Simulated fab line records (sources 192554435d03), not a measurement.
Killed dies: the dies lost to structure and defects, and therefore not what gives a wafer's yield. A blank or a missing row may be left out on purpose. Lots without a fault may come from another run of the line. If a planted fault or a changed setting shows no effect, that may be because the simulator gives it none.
Chamber matching | flow n5Finfet | 4 sister chambers for N5_GATE_CUT_CMP_43 on cmp-02
The step polishes SiO2. 8 wafers are shown with their chamber, then 11 later ones without.

== EACH WAFER AND ITS CHAMBER ==
wafer  | chamber | motorCurrentA (A)
L079.2 | 0       | 11.9
L080.6 | 3       | 12.3
L081.2 | 2       | 10.9
L081.6 | 0       | 12.0
L082.1 | 2       | 12.2
L082.3 | 3       | 12.6
L082.4 | 1       | 10.4
L083.1 | 1       | 10.5

== WAFERS WHOSE CHAMBER IS MISSING ==
wafer  | motorCurrentA (A)
L083.2 | 10.9
L083.4 | 12.3
L090.2 | 11.6
L090.4 | 11.3
L090.5 | 12.6
L092.1 | 11.3
L092.4 | 11.8
L092.6 | 11.9
L094.2 | 12.6
L094.3 | 12.2
L094.5 | 12.6

== EACH ONE'S CHAMBER ==
wafer  | from the rows above               | in truth
L083.2 | can't be placed: 1 or 2 or 0      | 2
L083.4 | can't be placed: 3 or 0 or 2      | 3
L090.2 | can't be placed: 2 or 0 or 3      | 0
L090.4 | can't be placed: 2 or 0 or 1 or 3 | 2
L090.5 | can't be placed: 3 or 0 or 2      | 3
L092.1 | can't be placed: 2 or 0 or 1 or 3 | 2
L092.4 | can't be placed: 0 or 2 or 3      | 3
L092.6 | can't be placed: 0 or 2 or 3      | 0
L094.2 | can't be placed: 3 or 0 or 2      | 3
L094.3 | can't be placed: 0 or 3 or 2      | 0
L094.5 | can't be placed: 3 or 0 or 2      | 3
Placed correctly: 0 of 11. Unplaceable from these rows: 11, with the true chamber sitting among the candidates in 11. Placed wrongly: 0.
How it was worked out, from the rows above alone: a wafer's distance from a chamber is the root of the sum, over the readings, of the square of ((its reading less the chamber's mean) divided by the reading's scatter). The wafer belongs to the nearest chamber; if the next one is less than 2 further off, it can't be placed. A chamber's mean is the mean of its shown wafers. The scatter is the square root of a quotient: the sum, over the shown wafers, of each reading's squared deviation from its chamber's mean, divided by wafers minus chambers.
